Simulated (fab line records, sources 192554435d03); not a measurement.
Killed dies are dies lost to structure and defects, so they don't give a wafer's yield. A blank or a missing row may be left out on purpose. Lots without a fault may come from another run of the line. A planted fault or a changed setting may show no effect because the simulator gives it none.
Chamber matching | flow n5_finfet | N5_BEOL_M10_CURE_72 on uv_cure-02: 3 sister chambers
The step cures SiCOH lowk, time 120 s. 6 wafers are shown with their chamber, then 8 later ones without.

WAFERS WITH THEIR CHAMBER
wafer  | chamber | wafer_temp_C_max | lamp_power_pct (%)
L076.2 | 1       | 371.5            | 52.33
L076.5 | 1       | 372.0            | 52.34
L089.6 | 0       | 372.6            | 52.39
L091.3 | 2       | 371.9            | 52.33
L091.4 | 2       | 371.3            | 52.27
L090.1 | 0       | 371.8            | 52.33

WAFERS WITHOUT THEIR CHAMBER
wafer  | wafer_temp_C_max | lamp_power_pct (%)
L090.2 | 372.2            | 52.26
L090.5 | 371.6            | 52.29
L092.1 | 371.2            | 52.30
L092.2 | 371.8            | 52.20
L092.6 | 372.9            | 52.32
L095.2 | 371.8            | 52.33
L095.3 | 371.9            | 52.35
L095.6 | 372.1            | 52.29

WHICH CHAMBER EACH WENT THROUGH
wafer  | from the rows above          | in truth
L090.2 | can't be placed: 2 or 1 or 0 | 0
L090.5 | can't be placed: 2 or 1      | 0
L092.1 | can't be placed: 2 or 1 or 0 | 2
L092.2 | can't be placed: 2 or 1 or 0 | 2
L092.6 | can't be placed: 0 or 1 or 2 | 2
L095.2 | can't be placed: 1 or 2 or 0 | 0
L095.3 | can't be placed: 1 or 0 or 2 | 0
L095.6 | can't be placed: 2 or 1 or 0 | 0
Placed correctly: 0 of 8. Can't be placed from these rows: 8 (the true chamber is among the candidates in 7). Placed wrongly: 0.
How it was worked out, from the rows above alone: a wafer's distance from a chamber is the root of the sum, over the readings, of the square of ((its reading less the chamber's mean) divided by the reading's scatter). The wafer belongs to the nearest chamber; if the next one is less than 2 further off, it can't be placed. A chamber's mean is the mean of its shown wafers. The scatter: the root of (the sum of the squares of (reading less its chamber's mean) over the shown wafers, divided by (wafers less chambers)).
